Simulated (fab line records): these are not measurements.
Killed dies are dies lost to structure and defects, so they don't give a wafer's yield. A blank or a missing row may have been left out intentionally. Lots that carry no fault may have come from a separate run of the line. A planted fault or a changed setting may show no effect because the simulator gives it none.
Chamber matching / flow nand-harc / NHARC_P_M1_PRE_CLEAN_32 on pecvd-02: 3 sister chambers
The step time 12 s. 6 wafers are shown with their chamber, then 8 later ones without.

## WAFERS PAIRED WITH THEIR CHAMBERS
wafer=L085.4; chamber=2; heater-power-w (W)=581
wafer=L085.5; chamber=1; heater-power-w (W)=620
wafer=L087.4; chamber=0; heater-power-w (W)=903
wafer=L087.5; chamber=1; heater-power-w (W)=633
wafer=L087.6; chamber=2; heater-power-w (W)=701
wafer=L089.3; chamber=0; heater-power-w (W)=930

## WAFERS MISSING THEIR CHAMBER
wafer=L089.5; heater-power-w (W)=963
wafer=L089.6; heater-power-w (W)=632
wafer=L091.1; heater-power-w (W)=664
wafer=L091.2; heater-power-w (W)=566
wafer=L091.5; heater-power-w (W)=926
wafer=L092.1; heater-power-w (W)=675
wafer=L092.2; heater-power-w (W)=860
wafer=L092.4; heater-power-w (W)=645

## THE CHAMBER EACH PASSED THROUGH
wafer=L089.5; from the rows above=0; in truth=0
wafer=L089.6; from the rows above=can't be placed: 1 or 2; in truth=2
wafer=L091.1; from the rows above=can't be placed: 2 or 1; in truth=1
wafer=L091.2; from the rows above=can't be placed: 1 or 2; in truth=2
wafer=L091.5; from the rows above=0; in truth=0
wafer=L092.1; from the rows above=can't be placed: 2 or 1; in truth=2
wafer=L092.2; from the rows above=0; in truth=0
wafer=L092.4; from the rows above=can't be placed: 2 or 1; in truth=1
Placed correctly: 3 of 8. Can't be placed from these rows: 5 (the true chamber is among the candidates in 5). Number placed wrongly: 0.
How it was worked out, from the rows above alone: a wafer's distance from a chamber is the root of the sum, over the readings, of the square of ((its reading less the chamber's mean) divided by the reading's scatter). If the next closest chamber is less than 2 further off than the closest, the wafer can't be placed; otherwise it belongs to the closest. The mean given for a chamber averages the wafers shown for that chamber. The scatter is the square root of a quotient: the sum, over the shown wafers, of each reading's squared deviation from its chamber's mean, divided by wafers minus chambers.
